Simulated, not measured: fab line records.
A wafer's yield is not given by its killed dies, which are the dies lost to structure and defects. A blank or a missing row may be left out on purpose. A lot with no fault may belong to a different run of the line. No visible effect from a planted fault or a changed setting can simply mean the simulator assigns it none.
Matching of chambers -- flow n5_finfet -- ald_metal-01 running N5_HKMG_FIN_NWFM_ALD_20: 4 sister chambers
The step deposits TiAlC, target thk 2 nm, pulse time 3 s, purge time 2 s. 18 wafers are shown with their chamber, then 9 later ones without.

## EACH WAFER AND ITS CHAMBER
wafer,chamber,heater_power_w (W),precursor_pulse_height_rel
L075.1,1,507,0.947
L075.2,2,489,1.000
L075.6,0,469,0.987
L079.1,0,469,1.003
L079.4,2,490,0.953
L079.6,2,491,0.996
L083.2,3,423,1.026
L083.3,2,487,1.016
L083.6,2,495,0.997
L085.1,2,496,1.010
L085.4,3,426,0.957
L085.6,0,490,1.014
L087.1,2,503,0.965
L087.2,0,477,1.024
L087.5,2,493,0.982
L091.2,3,426,0.993
L091.5,2,480,0.984
L091.6,1,508,0.992

SIGNATURES (averages over the wafers above)
reading,chamber 0,chamber 1,chamber 2,chamber 3,scatter within a chamber
heater_power_w,476.25,507.50,491.56,425.00,6.71
precursor_pulse_height_rel,1.00700,0.96950,0.98922,0.99200,0.0231
Rule: a wafer's distance from a chamber is the root of the sum, over the readings, of the square of ((its reading less the chamber's mean) divided by the reading's scatter). If the next closest chamber is less than 2 further off than the closest, the wafer can't be placed; otherwise it belongs to the closest. The scatter: take each reading less its chamber's mean, square it, sum over the shown wafers, divide by the number of wafers less the number of chambers, and take the root.

## WAFERS MISSING THEIR CHAMBER
wafer,heater_power_w (W),precursor_pulse_height_rel
L092.1,507,1.007
L092.2,517,0.993
L092.4,430,1.029
L093.2,491,1.001
L093.4,509,0.984
L093.6,426,1.027
L095.2,441,0.991
L095.5,423,0.949
L095.6,467,1.007

## WHICH CHAMBER EACH ONE RAN IN
wafer,from the rows above,in truth
L092.1,can't be placed: 1 or 2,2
L092.2,1,1
L092.4,3,3
L093.2,can't be placed: 2 or 0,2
L093.4,can't be placed: 1 or 2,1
L093.6,3,3
L095.2,3,3
L095.5,3,3
L095.6,0,0
Correct placement for 6 of the 9. Unplaceable from these rows: 3, with the true chamber sitting among the candidates in 3. 0 placed wrongly.
